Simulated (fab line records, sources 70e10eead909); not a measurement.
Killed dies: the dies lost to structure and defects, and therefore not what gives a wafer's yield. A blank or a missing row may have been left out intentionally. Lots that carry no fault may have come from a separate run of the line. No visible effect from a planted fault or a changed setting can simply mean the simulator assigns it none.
Chamber matching / flow nand harc / rie diel-04 running NHARC_A_STAIRCASE_DESCUM_270: 4 sister chambers
The step chemistry O2, time 3 s. 4 wafers are shown with their chamber, then 9 later ones without.

== EACH WAFER AND ITS CHAMBER ==
wafer=L085.3; chamber=2; showerhead plenum p Torr (Torr)=1.77
wafer=L085.5; chamber=3; showerhead plenum p Torr (Torr)=1.79
wafer=L091.3; chamber=1; showerhead plenum p Torr (Torr)=1.97
wafer=L091.6; chamber=0; showerhead plenum p Torr (Torr)=1.92

== WAFERS MISSING THEIR CHAMBER ==
wafer=L096.1; showerhead plenum p Torr (Torr)=2.07
wafer=L096.3; showerhead plenum p Torr (Torr)=1.79
wafer=L096.4; showerhead plenum p Torr (Torr)=1.92
wafer=L097.1; showerhead plenum p Torr (Torr)=1.96
wafer=L097.3; showerhead plenum p Torr (Torr)=1.78
wafer=L097.4; showerhead plenum p Torr (Torr)=2.07
wafer=L097.2; showerhead plenum p Torr (Torr)=1.92
wafer=L097.5; showerhead plenum p Torr (Torr)=2.07
wafer=L097.6; showerhead plenum p Torr (Torr)=1.78

== WHICH CHAMBER EACH ONE RAN IN ==
wafer=L096.1; from the rows above=can't be placed: 1 or 0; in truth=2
wafer=L096.3; from the rows above=can't be placed: 3 or 2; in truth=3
wafer=L096.4; from the rows above=can't be placed: 0 or 1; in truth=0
wafer=L097.1; from the rows above=can't be placed: 1 or 0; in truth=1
wafer=L097.3; from the rows above=can't be placed: 2 or 3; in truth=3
wafer=L097.4; from the rows above=can't be placed: 1 or 0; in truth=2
wafer=L097.2; from the rows above=can't be placed: 0 or 1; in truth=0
wafer=L097.5; from the rows above=can't be placed: 1 or 0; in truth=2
wafer=L097.6; from the rows above=can't be placed: 2 or 3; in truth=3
Placed correctly: 0 of 9. Cannot be placed on the basis of these rows: 9; the candidates contain the true chamber in 6. Wrongly placed: 0.
How it was worked out, from the rows above alone: a wafer's distance from a chamber is the root of the sum, over the readings, of the square of ((its reading less the chamber's mean) divided by the reading's scatter). If the next closest chamber is less than 2 further off than the closest, the wafer can't be placed; otherwise it belongs to the closest. Each chamber's mean is taken over the wafers shown for it. The scatter: with one shown wafer a chamber, the root of the mean of the squares of how far each hidden wafer lies from its nearest shown one.
